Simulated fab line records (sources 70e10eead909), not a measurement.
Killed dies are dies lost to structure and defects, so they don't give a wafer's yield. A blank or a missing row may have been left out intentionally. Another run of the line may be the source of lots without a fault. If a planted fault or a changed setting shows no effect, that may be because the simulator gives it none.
Matching of chambers + flow nand harc + NHARC_A_CONTACT_DEP_24 on pecvd-03: 3 sister chambers
The step deposits SiO2, target thk 500 nm. 3 wafers are shown with their chamber, then 7 later ones without.

## WAFERS PAIRED WITH THEIR CHAMBERS
| wafer  | chamber | throttle valve pct (%) |
|--------|---------|------------------------|
| L636.2 | 2       | 15.4                   |
| L645.1 | 0       | 16.9                   |
| L645.4 | 1       | 15.3                   |

## WAFERS WHOSE CHAMBER IS MISSING
| wafer  | throttle valve pct (%) |
|--------|------------------------|
| L645.5 | 15.6                   |
| L647.1 | 15.6                   |
| L647.2 | 16.7                   |
| L647.3 | 15.3                   |
| L649.1 | 15.6                   |
| L649.3 | 15.4                   |
| L649.5 | 15.7                   |

## WHICH CHAMBER EACH WENT THROUGH
| wafer  | from the rows above     | in truth |
|--------|-------------------------|----------|
| L645.5 | can't be placed: 2 or 1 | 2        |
| L647.1 | can't be placed: 2 or 1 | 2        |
| L647.2 | 0                       | 0        |
| L647.3 | can't be placed: 1 or 2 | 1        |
| L649.1 | can't be placed: 2 or 1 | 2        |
| L649.3 | can't be placed: 2 or 1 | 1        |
| L649.5 | can't be placed: 2 or 1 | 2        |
Correct placement for 1 of the 7. These rows do not allow placing 6 (true chamber among the candidates in 6). Wrongly placed: 0.
How it was worked out, from the rows above alone: a wafer's distance from a chamber is the root of the sum, over the readings, of the square of ((its reading less the chamber's mean) divided by the reading's scatter). The wafer belongs to the nearest chamber; if the next one is less than 2 further off, it can't be placed. A chamber's mean is the mean of its shown wafers. The scatter (one wafer shown for each chamber): square how far every hidden wafer sits from the nearest shown wafer, average those squares and take the square root.
